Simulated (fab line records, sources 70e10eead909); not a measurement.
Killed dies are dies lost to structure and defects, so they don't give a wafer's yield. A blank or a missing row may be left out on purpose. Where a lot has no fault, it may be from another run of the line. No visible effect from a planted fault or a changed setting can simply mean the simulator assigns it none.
Chamber matching + flow nand harc + NHARC_P_ZERO_WELL_ETCH_63 on rie si-05 has 4 sister chambers
The step etches the open film in HBr/Cl2, target depth 120 nm, time 40.1 s. 8 wafers are shown with their chamber, then 8 later ones without.

## EACH WAFER AND ITS CHAMBER
| wafer  | chamber | drypump motor current A (A) | mfc cl2 sccm (sccm) |
|--------|---------|-----------------------------|---------------------|
| L078.5 | 0       | 5.6                         | 49.72               |
| L082.6 | 2       | 5.8                         | 50.16               |
| L084.1 | 0       | 5.6                         | 49.98               |
| L086.6 | 1       | 6.0                         | 50.35               |
| L087.2 | 3       | 5.6                         | 49.96               |
| L087.5 | 2       | 5.9                         | 50.13               |
| L087.6 | 3       | 5.6                         | 49.84               |
| L092.1 | 1       | 6.0                         | 50.23               |

## WAFERS MISSING THEIR CHAMBER
| wafer  | drypump motor current A (A) | mfc cl2 sccm (sccm) |
|--------|-----------------------------|---------------------|
| L092.3 | 5.9                         | 50.14               |
| L092.5 | 5.6                         | 50.07               |
| L093.1 | 5.6                         | 49.93               |
| L093.2 | 5.8                         | 49.81               |
| L093.6 | 6.0                         | 50.09               |
| L095.1 | 5.6                         | 50.02               |
| L095.4 | 5.9                         | 49.93               |
| L095.5 | 5.6                         | 49.99               |

## EACH ONE'S CHAMBER
| wafer  | from the rows above     | in truth |
|--------|-------------------------|----------|
| L092.3 | can't be placed: 2 or 1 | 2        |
| L092.5 | can't be placed: 3 or 0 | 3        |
| L093.1 | can't be placed: 3 or 0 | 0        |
| L093.2 | 2                       | 2        |
| L093.6 | 1                       | 1        |
| L095.1 | can't be placed: 3 or 0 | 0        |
| L095.4 | can't be placed: 2 or 1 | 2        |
| L095.5 | can't be placed: 3 or 0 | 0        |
Placed correctly: 2 of 8. Can't be placed from these rows: 6 (the true chamber is among the candidates in 6). 0 placed wrongly.
How it was worked out, from the rows above alone: a wafer's distance from a chamber is the root of the sum, over the readings, of the square of ((its reading less the chamber's mean) divided by the reading's scatter). The wafer belongs to the nearest chamber; if the next one is less than 2 further off, it can't be placed. For every chamber, the mean is computed from those of its wafers that are shown. The scatter: the root of (the sum of the squares of (reading less its chamber's mean) over the shown wafers, divided by (wafers less chambers)).
